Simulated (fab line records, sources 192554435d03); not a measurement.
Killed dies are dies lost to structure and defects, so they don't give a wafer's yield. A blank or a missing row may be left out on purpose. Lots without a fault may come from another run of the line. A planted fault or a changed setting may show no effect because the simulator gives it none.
Which tool did it? | flow n5_finfet | 12 lots, 36 wafers sampled, at 2 steps of a route of 1938

WHAT THE GAUGES READ, wafer by wafer
N5_BEOL_M7_OVL_MEAS_29.
lot  | measured     | on         | V6_OVL (nm)
L074 | day 11 22:47 | overlay-01 | -1.2 -1.1 -1.8
L077 | day 12 10:33 | overlay-02 | 0.0 0.1 0.0
L083 | day 12 22:05 | overlay-01 | -0.6 -0.3 -1.2
L081 | day 13 17:43 | overlay-01 | -1.2 -2.6 -2.7
L082 | day 14 02:44 | overlay-02 | -0.9 0.2 0.1
L080 | day 14 13:00 | overlay-01 | -0.6 -0.1 -1.1
L086 | day 15 09:56 | overlay-02 | 0.4 0.6 0.1
L088 | day 15 13:38 | overlay-02 | 0.7 0.4 -0.6
L093 | day 15 13:47 | overlay-02 | 0.1 0.5 0.5
L091 | day 16 10:08 | overlay-01 | -1.4 -1.6 -0.6
L095 | day 17 06:42 | overlay-01 | 0.8 0.3 0.4
L096 | day 17 11:45 | overlay-02 | -0.1 -0.2 0.0

WHICH TOOL RAN EACH LOT (tool, then ch and the chambers of the sampled wafers, then the start)
lot  | N5_BEOL_M7_STRIP_67
L074 | rie_diel-02 ch 1,2,3, day 11 18:26
L077 | rie_diel-06 ch 0,1,2, day 12 08:16
L083 | rie_diel-06 ch 0,1, day 12 20:03
L081 | rie_diel-05 ch 0,3, day 13 15:15
L082 | rie_diel-06 ch 0,3, day 14 01:56
L080 | rie_diel-06 ch 0,1,2, day 14 09:22
L086 | rie_diel-05 ch 1,3, day 15 07:47
L088 | rie_diel-02 ch 2,3, day 15 11:50
L093 | rie_diel-06 ch 0,1,3, day 15 12:23
L091 | rie_diel-06 ch 0,1,2, day 16 09:34
L095 | rie_diel-06 ch 2,3, day 17 05:13
L096 | rie_diel-02 ch 2,3, day 17 11:04
- N5_BEOL_M7_STRIP_67: strips in CF4.

THE ANSWER, worked out from the rows above alone
Rule: what is usual is taken from the lots themselves. Put in order of their means at a reading, lots are off if they are a third of the lots or fewer, leave a main group of 4 or more, and stand apart from it by a gap of 3 or more times the standard deviation of the main group's means; of several such gaps the widest counts. A main group whose means are all the same, to the digits that the tables above print for the reading, isn't used. A lot without any number at a reading at which 4 lots or more have one is off too. The other lots that the step has rows for count as sound.
No lot is off at any reading shown: from this, nothing can be told.

WHAT THE SIMULATOR HAD PUT IN
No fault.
